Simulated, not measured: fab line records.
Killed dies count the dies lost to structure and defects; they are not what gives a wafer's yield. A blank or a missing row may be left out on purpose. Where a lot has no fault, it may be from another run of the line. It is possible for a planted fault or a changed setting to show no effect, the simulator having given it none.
fab line records	flow n5Finfet
record lots=24	wafers=72	lastDay=18
route steps=1938 shown BEOL_M10@1483 BEOL_M11@1536
lots with no fault: from the same line, run without faults
startH: the number of hours between the record's first day and the start of the first shown wafer of the lot	waitH: time in hours since the lot's previous step	" as in the row above	L1.1+2: a row that stands for several wafers	- no value, or no start given	* or withheld: withheld	< > ~ a bound
route shown NAME@n: a module of which the file shows steps, and the number in the route of the first	usual: average and standard deviation across the fault-free wafers	same: alike in all rows	chamber/n: place in a boat	sites: each site's reading	_std_site: how widely they spread, as a standard deviation	_edge_site: the outer-site mean with the inner-site mean subtracted	radiusMm: for every site, how far away it sits from the centre of the wafer	mask NAME#n: copy n	behind: tool/chamber where the wafer was last shaped	hold: the reason the lot was held/the length of the hold in hours/how it ended	device: names the non-switching transistor (n, p or np)	end of line: tests of these same wafers at the route's end	step lacking rows: just its recipe	killed: the dies lost at the first sort to structure and to defects; this is not the yield of the wafer	map: per-die view of a wafer (x killed, . not killed, _ where there is no die)
set.NAME: setting as actually run; set.NAME@STEP: the setting as run at that earlier step	model.NAME: the simulator's own value behind a step, which no gauge read
steps of the route over a sample of lots; a table a step, a row a wafer
services: from which hour (startH, from the record's first day; less than 0 if before it) a tool's chamber was out of use, for how many hours, and why
## steps
# step N5_BEOL_M10_CD_MEAS_11
# recipe targetCdNm=64.1	landingEnergyEv=500	detector=seInlens	polarity=opening
# usual cdNm=64.2/0.46
lot.wafer	tool	chamber	startH	waitH	cdNm
L074.1	cdSem-02	0	217.29	-	64.6
L074.4	"	0	"	"	64.1
L074.5	"	0	"	"	63.9
L075.2	cdSem-01	0	225.74	-	63.5
L075.4	"	0	"	"	63.5
L075.6	"	0	"	"	64.0
L077.1	cdSem-01	0	235.57	-	64.2
L077.2	"	0	"	"	63.6
L077.5	"	0	"	"	64.4
L076.1	cdSem-03	0	237.07	-	64.1
L076.2	"	0	"	"	63.9
L076.4	"	0	"	"	64.0
L078.2	cdSem-01	0	243.31	-	63.7
L078.4	"	0	"	"	63.8
L078.6	"	0	"	"	63.5
L079.3	cdSem-01	0	244.17	-	63.4
L079.4	"	0	"	"	64.0
L079.6	"	0	"	"	64.3
L080.3	cdSem-03	0	251.72	-	65.0
L080.5	"	0	"	"	64.0
L080.6	"	0	"	"	64.8
L081.2	cdSem-01	0	255.29	-	64.1
L081.3	"	0	"	"	64.3
L081.4	"	0	"	"	64.5
L083.1	cdSem-01	0	262.51	-	64.8
L083.2	"	0	"	"	64.7
L083.3	"	0	"	"	64.3
L082.2	cdSem-01	0	263.08	-	64.6
L082.4	"	0	"	"	64.1
L082.6	"	0	"	"	64.5
L084.2	cdSem-02	0	275.13	-	63.8
L084.4	"	0	"	"	64.1
L084.5	"	0	"	"	63.8
L085.1	cdSem-03	0	285.34	-	63.7
L085.3	"	0	"	"	63.8
L085.5	"	0	"	"	63.9
L086.2	cdSem-01	0	290.21	-	64.0
L086.3	"	0	"	"	64.4
L086.6	"	0	"	"	64.6
L087.1	cdSem-02	0	295.60	-	64.8
L087.3	"	0	"	"	64.7
L087.6	"	0	"	"	65.6
L089.1	cdSem-02	0	302.59	-	64.1
L089.5	"	0	"	"	64.0
L089.6	"	0	"	"	63.3
L090.1	cdSem-01	0	309.39	-	63.9
L090.3	"	0	"	"	64.5
L090.4	"	0	"	"	63.5
L088.1	cdSem-01	0	312.03	-	65.0
L088.4	"	0	"	"	64.6
L088.6	"	0	"	"	65.1
L093.1	cdSem-03	0	318.74	-	64.7
L093.3	"	0	"	"	64.8
L093.4	"	0	"	"	64.4
L091.2	cdSem-01	0	327.47	-	63.4
L091.5	"	0	"	"	64.2
L091.6	"	0	"	"	63.9
L092.1	cdSem-02	0	331.21	-	64.0
L092.2	"	0	"	"	64.1
L092.4	"	0	"	"	65.0
L094.1	cdSem-02	0	331.66	-	64.4
L094.5	"	0	"	"	64.4
L094.6	"	0	"	"	64.6
L095.3	cdSem-01	0	338.94	-	64.7
L095.4	"	0	"	"	63.8
L095.6	"	0	"	"	63.9
L096.1	cdSem-02	0	355.83	-	64.5
L096.4	"	0	"	"	64.9
L096.5	"	0	"	"	64.2
L097.1	cdSem-02	0	367.83	-	63.5
L097.3	"	0	"	"	64.4
L097.5	"	0	"	"	63.8
# step N5_BEOL_M10_DEP_56
# recipe material=SiCN	targetThkA=150	tempC=withheld	precursor=3MS/NH3	pressureTorr=3	rfW=202	timeS=26.5
# usual showerheadPlenumPTorr=3.658/0.017	throttleValvePct=8.7/0.52
lot.wafer	tool	chamber	startH	waitH	showerheadPlenumPTorr	throttleValvePct
L074.1	pecvd-03	2	224.84	0.0	3.647	8.8
L074.4	"	1	"	"	3.675	8.9
L074.5	"	0	"	"	3.657	9.7
L075.2	pecvd-02	1	232.36	0.0	3.650	8.5
L075.4	"	0	"	"	3.645	8.8
L075.6	"	2	"	"	3.655	8.6
L077.1	pecvd-02	1	241.15	0.0	3.639	8.3
L077.2	"	0	"	"	3.650	8.5
L077.5	"	0	"	"	3.647	8.9
L076.1	pecvd-02	1	241.81	0.0	3.637	8.4
L076.2	"	0	"	"	3.646	8.5
L076.4	"	2	"	"	3.660	8.5
L078.2	pecvd-02	1	249.56	0.0	3.645	8.4
L078.4	"	0	"	"	3.644	8.7
L078.6	"	2	"	"	3.671	8.2
L079.3	pecvd-03	0	250.46	0.0	3.660	9.4
L079.4	"	0	"	"	3.657	9.5
L079.6	"	2	"	"	3.642	9.0
L080.3	pecvd-02	2	259.05	0.0	3.674	8.3
L080.5	"	1	"	"	3.647	8.3
L080.6	"	0	"	"	3.655	8.5
L081.2	pecvd-02	0	263.40	0.0	3.650	8.7
L081.3	"	1	"	"	3.639	8.6
L081.4	"	1	"	"	3.647	8.3
L083.1	pecvd-04	1	267.50	0.0	3.638	9.0
L083.2	"	2	"	"	3.683	7.7
L083.3	"	1	"	"	3.647	9.2
L082.2	pecvd-04	2	267.78	0.0	3.697	7.7
L082.4	"	1	"	"	3.641	9.1
L082.6	"	1	"	"	3.637	9.1
L084.2	pecvd-03	1	281.83	0.0	3.682	8.8
L084.4	"	1	"	"	3.669	9.0
L084.5	"	2	"	"	3.646	9.3
L085.1	pecvd-02	0	293.90	0.0	3.649	8.4
L085.3	"	0	"	"	3.649	8.6
L085.5	"	0	"	"	3.664	8.7
L086.2	pecvd-02	0	296.26	0.0	3.653	8.7
L086.3	"	1	"	"	3.645	8.3
L086.6	"	0	"	"	3.652	8.4
L087.1	pecvd-04	1	300.06	0.0	3.634	9.0
L087.3	"	1	"	"	3.640	9.2
L087.6	"	1	"	"	3.638	9.2
L089.1	pecvd-03	1	308.79	0.0	3.676	9.0
L089.5	"	2	"	"	3.650	9.2
L089.6	"	1	"	"	3.674	8.7
L090.1	pecvd-04	1	313.23	0.0	3.639	9.3
L090.3	"	1	"	"	3.641	9.1
L090.4	"	2	"	"	3.694	7.8
L088.1	pecvd-04	1	316.17	0.0	3.645	8.9
L088.4	"	1	"	"	3.654	9.0
L088.6	"	1	"	"	3.637	9.1
L093.1	pecvd-04	2	325.21	0.0	3.685	8.0
L093.3	"	1	"	"	3.641	9.3
L093.4	"	2	"	"	3.691	7.7
L091.2	pecvd-03	1	334.13	0.0	3.676	9.1
L091.5	"	0	"	"	3.655	9.8
L091.6	"	2	"	"	3.650	9.3
L094.1	pecvd-02	0	338.18	0.0	3.655	8.9
L094.5	"	0	"	"	3.653	8.8
L094.6	"	1	"	"	3.653	8.3
L092.1	pecvd-03	2	338.27	0.0	3.642	9.2
L092.2	"	0	"	"	3.663	9.9
L092.4	"	0	"	"	3.670	9.6
L095.3	pecvd-02	0	342.80	0.0	3.657	8.3
L095.4	"	1	"	"	3.649	8.3
L095.6	"	2	"	"	3.666	8.4
L096.1	pecvd-03	0	360.78	0.0	3.661	9.5
L096.4	"	1	"	"	3.679	8.9
L096.5	"	2	"	"	3.639	8.9
L097.1	pecvd-04	1	373.09	0.0	3.647	8.9
L097.3	"	0	"	"	3.657	8.9
L097.5	"	1	"	"	3.643	9.1
# step N5_BEOL_M11_ILD_DEP_00
# recipe material=SiCOH_lowk	targetThkA=3085.1	tempC=300	precursor=DEMS/porogen	pressureTorr=5	rfW=500	timeS=58
# usual heaterPowerW=349/45	showerheadPlenumPTorr=5.737/0.016	throttleValvePct=13.8/0.77
lot.wafer	tool	chamber	startH	waitH	heaterPowerW	showerheadPlenumPTorr	throttleValvePct
L074.1	pecvd-02	0	224.98	0.0	323	5.728	13.1
L074.4	"	2	"	"	382	5.753	12.6
L074.5	"	1	"	"	280	5.724	12.8
L075.2	pecvd-03	1	232.50	0.0	278	5.752	13.4
L075.4	"	0	"	"	334	5.734	14.8
L075.6	"	2	"	"	434	5.692	13.6
L077.1	pecvd-03	0	241.28	0.0	362	5.737	15.0
L077.2	"	1	"	"	296	5.737	13.5
L077.5	"	0	"	"	359	5.733	14.8
L076.1	pecvd-03	1	241.95	0.0	304	5.752	13.3
L076.2	"	2	"	"	432	5.721	13.7
L076.4	"	2	"	"	354	5.727	13.6
L078.2	pecvd-03	2	249.69	0.0	419	5.719	13.9
L078.4	"	2	"	"	417	5.720	13.6
L078.6	"	0	"	"	312	5.708	14.9
L079.3	pecvd-03	2	250.60	0.0	427	5.703	13.4
L079.4	"	2	"	"	423	5.713	13.7
L079.6	"	0	"	"	356	5.746	14.6
L080.3	pecvd-01	0	259.18	0.0	389	5.747	15.0
L080.5	"	1	"	"	305	5.727	13.3
L080.6	"	0	"	"	381	5.738	15.0
L081.2	pecvd-03	2	263.54	0.0	420	5.731	13.8
L081.3	"	0	"	"	365	5.717	14.7
L081.4	"	0	"	"	372	5.737	14.9
L083.1	pecvd-02	0	267.66	0.0	328	5.731	13.0
L083.2	"	2	"	"	371	5.743	12.7
L083.3	"	1	"	"	307	5.724	12.9
L082.2	pecvd-01	2	267.93	0.0	423	5.741	13.4
L082.4	"	2	"	"	340	5.768	13.4
L082.6	"	0	"	"	387	5.760	15.1
L084.2	pecvd-02	0	281.96	0.0	351	5.707	13.2
L084.4	"	1	"	"	297	5.715	13.0
L084.5	"	0	"	"	277	5.721	13.4
L085.1	pecvd-01	1	294.05	0.0	370	5.724	13.5
L085.3	"	0	"	"	392	5.756	14.9
L085.5	"	2	"	"	372	5.759	13.4
L086.2	pecvd-01	0	296.42	0.0	400	5.763	14.9
L086.3	"	1	"	"	349	5.731	13.5
L086.6	"	2	"	"	364	5.749	13.6
L087.1	pecvd-01	2	300.22	0.0	366	5.747	13.5
L087.3	"	1	"	"	377	5.728	13.1
L087.6	"	0	"	"	318	5.734	15.2
L089.1	pecvd-01	2	308.93	0.0	408	5.752	13.4
L089.5	"	0	"	"	401	5.758	15.2
L089.6	"	1	"	"	346	5.735	13.4
L090.1	pecvd-01	0	313.39	0.0	338	5.765	15.2
L090.3	"	1	"	"	307	5.733	13.3
L090.4	"	1	"	"	317	5.725	13.1
L088.1	pecvd-02	1	316.33	0.0	283	5.712	12.7
L088.4	"	2	"	"	335	5.735	12.7
L088.6	"	0	"	"	286	5.720	13.2
L093.1	pecvd-03	2	325.34	0.0	424	5.718	13.7
L093.3	"	1	"	"	299	5.763	13.5
L093.4	"	1	"	"	294	5.758	13.5
L091.2	pecvd-03	0	334.27	0.0	323	5.734	14.9
L091.5	"	2	"	"	389	5.724	13.8
L091.6	"	1	"	"	310	5.751	13.8
L094.1	pecvd-02	1	338.31	0.0	277	5.715	12.8
L094.5	"	2	"	"	404	5.737	12.8
L094.6	"	1	"	"	278	5.726	13.1
L092.1	pecvd-03	1	338.41	0.0	298	5.765	13.7
L092.2	"	2	"	"	367	5.715	14.0
L092.4	"	1	"	"	311	5.753	13.6
L095.3	pecvd-03	0	342.94	0.0	346	5.737	14.8
L095.4	"	2	"	"	443	5.725	13.8
L095.6	"	1	"	"	305	5.761	13.6
L096.1	pecvd-01	2	360.92	0.0	410	5.735	13.6
L096.4	"	1	"	"	362	5.731	13.4
L096.5	"	0	"	"	395	5.754	15.3
L097.1	pecvd-01	2	373.22	0.0	341	5.762	13.5
L097.3	"	1	"	"	361	5.751	13.3
L097.5	"	0	"	"	353	5.745	15.2
# step N5_BEOL_M11_THK_MEAS_01
# recipe reads=SiCOH_lowk_of_BEOL_M11_ILD_DEP_00
# usual M11_ILD_THK=267/3.1
lot.wafer	tool	chamber	startH	waitH	M11_ILD_THK[nm]
L074.1	filmMetro-01	-	225.57	0.4	261
L074.4	"	-	"	"	262
L074.5	"	-	"	"	263
L075.2	filmMetro-01	-	233.09	0.4	267
L075.4	"	-	"	"	267
L075.6	"	-	"	"	273
L077.1	filmMetro-02	-	241.88	0.4	263
L077.2	"	-	"	"	268
L077.5	"	-	"	"	267
L076.1	filmMetro-01	-	242.74	0.4	270
L076.2	"	-	"	"	264
L076.4	"	-	"	"	274
L078.2	filmMetro-01	-	250.28	0.4	268
L078.4	"	-	"	"	270
L078.6	"	-	"	"	269
L079.3	filmMetro-02	-	251.21	0.3	267
L079.4	"	-	"	"	270
L079.6	"	-	"	"	267
L080.3	filmMetro-02	-	259.78	0.3	262
L080.5	"	-	"	"	269
L080.6	"	-	"	"	269
L081.2	filmMetro-01	-	264.13	0.4	264
L081.3	"	-	"	"	266
L081.4	"	-	"	"	269
L082.2	filmMetro-01	-	268.52	0.4	266
L082.4	"	-	"	"	271
L082.6	"	-	"	"	270
L083.1	filmMetro-01	-	268.73	0.8	263
L083.2	"	-	"	"	262
L083.3	"	-	"	"	263
L084.2	filmMetro-02	-	282.58	0.4	259
L084.4	"	-	"	"	266
L084.5	"	-	"	"	265
L085.1	filmMetro-02	-	294.64	0.4	265
L085.3	"	-	"	"	266
L085.5	"	-	"	"	270
L086.2	filmMetro-02	-	297.01	0.4	260
L086.3	"	-	"	"	262
L086.6	"	-	"	"	269
L087.1	filmMetro-02	-	300.81	0.4	266
L087.3	"	-	"	"	265
L087.6	"	-	"	"	273
L089.1	filmMetro-02	-	309.52	0.4	264
L089.5	"	-	"	"	269
L089.6	"	-	"	"	267
L090.1	filmMetro-02	-	313.98	0.4	264
L090.3	"	-	"	"	265
L090.4	"	-	"	"	265
L088.1	filmMetro-02	-	316.92	0.4	266
L088.4	"	-	"	"	269
L088.6	"	-	"	"	266
L093.1	filmMetro-01	-	326.41	0.8	263
L093.3	"	-	"	"	265
L093.4	"	-	"	"	267
L091.2	filmMetro-01	-	334.86	0.4	261
L091.5	"	-	"	"	266
L091.6	"	-	"	"	266
L094.1	filmMetro-02	-	338.90	0.4	265
L094.5	"	-	"	"	266
L094.6	"	-	"	"	269
L092.1	filmMetro-02	-	339.00	0.4	266
L092.2	"	-	"	"	263
L092.4	"	-	"	"	268
L095.3	filmMetro-01	-	343.53	0.3	265
L095.4	"	-	"	"	271
L095.6	"	-	"	"	271
L096.1	filmMetro-02	-	361.99	0.8	262
L096.4	"	-	"	"	266
L096.5	"	-	"	"	266
L097.1	filmMetro-02	-	373.81	0.4	269
L097.3	"	-	"	"	265
L097.5	"	-	"	"	271
# step N5_BEOL_M11_HM_DEP_02
# recipe material=TiN	targetThkA=200	tempC=25	chamberPressurePa=0.49996
# usual substrateTempC=25.01/0.11	throttleValvePct=29.9/0.76
lot.wafer	tool	chamber	startH	waitH	substrateTempC	throttleValvePct
L074.1	pvdSputter-03	-	227.71	2.1	25.28	29.4
L074.4	"	-	"	"	24.92	29.3
L074.5	"	-	"	"	25.00	29.6
L075.2	pvdSputter-01	-	233.64	0.5	24.93	29.7
L075.4	"	-	"	"	24.89	30.1
L075.6	"	-	"	"	25.02	30.9
L077.1	pvdSputter-01	-	242.03	0.1	25.06	30.3
L077.2	"	-	"	"	25.05	29.4
L077.5	"	-	"	"	25.03	30.8
L076.1	pvdSputter-01	-	242.83	0.0	25.06	29.8
L076.2	"	-	"	"	24.94	30.1
L076.4	"	-	"	"	24.94	31.3
L078.2	pvdSputter-01	-	251.12	0.8	24.75	30.9
L078.4	"	-	"	"	24.97	29.5
L078.6	"	-	"	"	24.80	31.0
L079.3	pvdSputter-01	-	251.52	0.3	25.03	31.0
L079.4	"	-	"	"	25.07	30.0
L079.6	"	-	"	"	24.71	29.6
L080.3	pvdSputter-01	-	260.02	0.2	24.99	31.0
L080.5	"	-	"	"	24.75	30.3
L080.6	"	-	"	"	25.27	29.6
L081.2	pvdSputter-01	-	265.91	1.7	24.86	30.2
L081.3	"	-	"	"	25.06	30.9
L081.4	"	-	"	"	24.99	29.6
L082.2	pvdSputter-02	-	269.67	1.1	25.06	28.6
L082.4	"	-	"	"	24.93	31.4
L082.6	"	-	"	"	24.81	28.7
L083.1	pvdSputter-02	-	270.01	1.2	25.04	28.8
L083.2	"	-	"	"	24.99	29.8
L083.3	"	-	"	"	24.87	31.7
L084.2	pvdSputter-01	-	282.68	0.0	25.03	29.7
L084.4	"	-	"	"	24.86	29.6
L084.5	"	-	"	"	25.02	30.2
L085.1	pvdSputter-03	-	295.82	1.1	25.01	29.6
L085.3	"	-	"	"	25.04	29.0
L085.5	"	-	"	"	24.93	30.6
L086.2	pvdSputter-02	-	297.93	0.9	24.98	31.2
L086.3	"	-	"	"	24.91	28.6
L086.6	"	-	"	"	24.91	29.6
L087.1	pvdSputter-01	-	302.42	1.5	24.97	29.5
L087.3	"	-	"	"	25.01	29.4
L087.6	"	-	"	"	24.86	30.0
L089.1	pvdSputter-03	-	309.70	0.1	25.03	29.3
L089.5	"	-	"	"	25.09	29.4
L089.6	"	-	"	"	25.15	29.5
L090.1	pvdSputter-02	-	314.50	0.5	25.00	29.3
L090.3	"	-	"	"	24.88	28.8
L090.4	"	-	"	"	24.92	29.9
L088.1	pvdSputter-02	-	317.91	0.9	25.12	29.3
L088.4	"	-	"	"	25.06	28.6
L088.6	"	-	"	"	25.02	29.4
L093.1	pvdSputter-01	-	327.07	0.6	24.96	30.3
L093.3	"	-	"	"	24.78	31.0
L093.4	"	-	"	"	25.00	30.2
L091.2	pvdSputter-02	-	335.84	0.9	25.08	28.5
L091.5	"	-	"	"	24.87	30.1
L091.6	"	-	"	"	25.00	29.2
L094.1	pvdSputter-02	-	340.72	1.8	24.91	31.3
L094.5	"	-	"	"	25.12	29.0
L094.6	"	-	"	"	25.14	30.1
L092.1	pvdSputter-02	-	340.82	1.8	25.26	30.9
L092.2	"	-	"	"	25.05	29.4
L092.4	"	-	"	"	25.11	30.0
L095.3	pvdSputter-02	-	344.58	1.0	25.05	29.1
L095.4	"	-	"	"	25.13	30.0
L095.6	"	-	"	"	24.88	31.4
L096.1	pvdSputter-02	-	362.36	0.3	25.13	30.3
L096.4	"	-	"	"	25.01	29.1
L096.5	"	-	"	"	25.13	30.0
L097.1	pvdSputter-03	-	374.95	1.1	24.98	29.7
L097.3	"	-	"	"	25.07	30.5
L097.5	"	-	"	"	24.96	29.6
# step N5_BEOL_M11_DESCUM_16
# recipe chemistry=O2	timeS=7.9	sourcePowerW=50	biasPowerW=20	pressureMtorr=20	rfFrequencyHz=2.712e+07	tempC=40	resist=CAR-ArF	o2FlowSccm=225
# usual drypumpMotorCurrentA=5.8/0.39	oesProductAu=0.79/0.1	rfVppV=242.7/1.4	showerheadPlenumPTorr=2.06/0.068	throttleValvePct=20.34/0.29
lot.wafer	tool	chamber	startH	waitH	drypumpMotorCurrentA	oesProductAu	rfHoursCounterH	rfVppV	showerheadPlenumPTorr	throttleValvePct
L074.1	rieDiel-02	3	228.17	0.0	6.3	0.95	12	245.0	2.13	19.83
L074.4	"	0	"	"	5.7	0.73	161	243.8	2.09	20.63
L074.5	"	2	"	"	5.1	0.93	-	242.2	2.06	19.99
L075.2	rieDiel-02	2	234.14	0.1	5.2	0.94	16	241.2	2.06	19.98
L075.4	"	0	"	"	5.7	0.73	162	244.8	2.09	20.65
L075.6	"	2	"	"	5.2	0.92	-	243.7	2.06	19.98
L077.1	rieDiel-04	2	242.62	0.0	5.7	0.93	12	242.8	2.04	20.23
L077.2	"	0	"	"	5.5	0.68	222	243.5	2.07	20.76
L077.5	"	2	"	"	5.7	0.93	-	244.1	2.05	20.23
L076.1	rieDiel-02	0	243.59	0.3	5.7	0.73	165	243.6	2.09	20.64
L076.2	"	2	"	"	5.1	0.92	19	241.3	2.06	19.99
L076.4	"	1	"	"	5.7	0.74	156	240.5	1.92	19.97
L078.2	rieDiel-03	1	251.58	0.0	4.7	0.94	17	244.8	2.13	20.12
L078.4	"	0	"	"	6.1	0.74	199	241.0	2.00	20.64
L078.6	"	2	"	"	6.2	0.71	-	241.9	1.99	20.40
L079.3	rieDiel-04	0	251.98	0.0	5.6	0.69	225	241.7	2.06	20.77
L079.4	"	1	"	"	6.1	0.74	-	244.7	2.17	20.32
L079.6	"	0	"	"	5.6	0.68	-	244.3	2.07	20.78
L080.3	rieDiel-02	2	260.60	0.0	5.2	0.91	25	242.5	2.06	20.00
L080.5	"	2	"	"	5.2	0.91	-	241.7	2.06	20.00
L080.6	"	3	"	"	6.3	0.90	-	243.6	2.13	19.85
L081.2	rieDiel-02	0	266.70	0.2	5.7	0.72	172	243.6	2.08	20.67
L081.3	"	3	"	"	6.3	0.91	23	244.1	2.13	19.86
L081.4	"	1	"	"	5.7	0.74	164	241.4	1.92	19.97
L082.2	rieDiel-04	3	270.37	0.1	5.8	0.70	239	242.6	2.06	20.65
L082.4	"	2	"	"	5.7	0.90	22	243.6	2.04	20.26
L082.6	"	0	"	"	5.6	0.67	-	242.8	2.06	20.79
L083.1	rieDiel-04	1	270.66	0.2	6.1	0.73	188	244.3	2.17	20.34
L083.2	"	0	"	"	5.6	0.67	232	241.4	2.06	20.77
L083.3	"	2	"	"	5.7	0.91	22	242.6	2.04	20.25
L084.2	rieDiel-04	3	285.44	2.2	5.8	0.70	245	244.4	2.06	20.67
L084.4	"	2	"	"	5.7	0.89	28	244.1	2.04	20.26
L084.5	"	2	"	"	5.7	0.89	-	242.2	2.04	20.26
L085.1	rieDiel-04	0	296.28	0.0	5.6	0.67	243	243.7	2.06	20.79
L085.3	"	2	"	"	5.7	0.89	31	243.5	2.04	20.27
L085.5	"	0	"	"	5.6	0.67	-	244.0	2.06	20.79
L086.2	rieDiel-02	3	298.53	0.0	6.3	0.90	29	243.3	2.12	19.86
L086.3	"	1	"	"	5.7	0.74	169	239.1	1.92	19.98
L086.6	"	0	"	"	5.7	0.71	-	243.6	2.08	20.67
L087.1	rieDiel-02	2	303.00	0.0	5.2	0.88	35	242.4	2.05	20.02
L087.3	"	3	"	"	6.3	0.89	30	243.2	2.12	19.85
L087.6	"	0	"	"	5.7	0.72	-	243.4	2.08	20.68
L089.1	rieDiel-03	2	310.16	0.0	6.2	0.70	207	241.1	1.98	20.42
L089.5	"	3	"	"	6.2	0.76	-	240.5	2.01	20.52
L089.6	"	2	"	"	6.2	0.70	-	242.3	1.98	20.41
L090.1	rieDiel-03	1	315.20	0.1	4.7	0.90	39	244.4	2.13	20.16
L090.3	"	2	"	"	6.2	0.71	209	240.9	1.98	20.41
L090.4	"	3	"	"	6.2	0.76	147	244.2	2.01	20.50
L088.1	rieDiel-04	0	318.37	0.0	5.6	0.67	252	241.7	2.05	20.80
L088.4	"	0	"	"	5.6	0.65	-	243.7	2.06	20.81
L088.6	"	1	"	"	6.1	0.72	-	243.1	2.16	20.35
L093.1	rieDiel-03	3	327.67	0.0	6.2	0.75	151	240.0	2.01	20.51
L093.3	"	1	"	"	4.7	0.89	44	243.0	2.12	20.18
L093.4	"	0	"	"	6.1	0.72	224	242.3	1.99	20.68
L091.2	rieDiel-03	2	336.63	0.2	6.2	0.71	216	241.3	1.98	20.43
L091.5	"	0	"	"	6.1	0.73	-	240.7	1.99	20.67
L091.6	"	1	"	"	4.7	0.88	-	243.9	2.12	20.15
L094.1	rieDiel-04	2	341.30	0.0	5.7	0.87	48	243.7	2.03	20.28
L094.5	"	0	"	"	5.6	0.97	-	243.5	2.05	20.44
L094.6	"	1	"	"	6.1	0.71	-	243.6	2.16	20.37
L092.1	rieDiel-04	3	341.55	0.2	5.8	0.98	7	241.3	2.06	20.28
L092.2	"	0	"	"	5.6	0.98	2	240.7	2.05	20.43
L092.4	"	2	"	"	5.7	0.85	48	242.5	2.03	20.29
L095.3	rieDiel-04	3	345.28	0.0	5.8	0.98	8	241.6	2.06	20.28
L095.4	"	2	"	"	5.7	0.86	49	241.7	2.03	20.30
L095.6	"	0	"	"	5.6	0.96	-	242.2	2.05	20.43
L096.1	rieDiel-04	0	362.94	0.0	5.6	0.95	9	243.6	2.05	20.46
L096.4	"	3	"	"	5.8	0.96	14	241.2	2.05	20.28
L096.5	"	1	"	"	6.1	0.70	-	244.6	2.16	20.37
L097.1	rieDiel-02	0	375.85	0.3	5.7	0.70	204	243.5	2.07	20.72
L097.3	"	1	"	"	5.7	0.72	194	241.6	1.91	20.02
L097.5	"	3	"	"	6.3	0.85	-	242.1	2.12	19.90
## services
tool	chamber	startH	hours	kind
rieDiel-04	2	250.08	2.5	repair
rieDiel-04	3	257.50	8.1	repair
pecvd-04	0	258.64	22.5	repair
pecvd-03	2	267.62	5.0	scheduledDown
rieDiel-02	-	270.26	14.6	pm
pecvd-02	2	274.35	22.4	repair
pecvd-03	1	278.08	2.1	scheduledDown
pvdSputter-03	-	285.89	3.8	repair
rieDiel-02	-	289.47	0.3	repair
pecvd-04	0	298.85	17.7	repair
rieDiel-04	3	298.96	-	clean
rieDiel-04	3	298.96	-	consumableReplace:focusRing
rieDiel-04	3	298.96	20.0	scheduledDown
rieDiel-04	3	298.96	20.0	ventCycle
pecvd-02	0	303.38	4.9	repair
rieDiel-04	0	318.99	-	clean
rieDiel-04	0	318.99	-	consumableReplace:focusRing
rieDiel-04	0	318.99	15.8	scheduledDown
rieDiel-04	0	318.99	15.8	ventCycle
pecvd-04	-	321.96	2.3	repair
pecvd-03	2	328.02	2.1	scheduledDown
pecvd-03	-	347.35	0.7	repair
pvdSputter-02	-	351.75	1.1	repair
pecvd-02	1	375.39	12.3	repair
## key
fault none
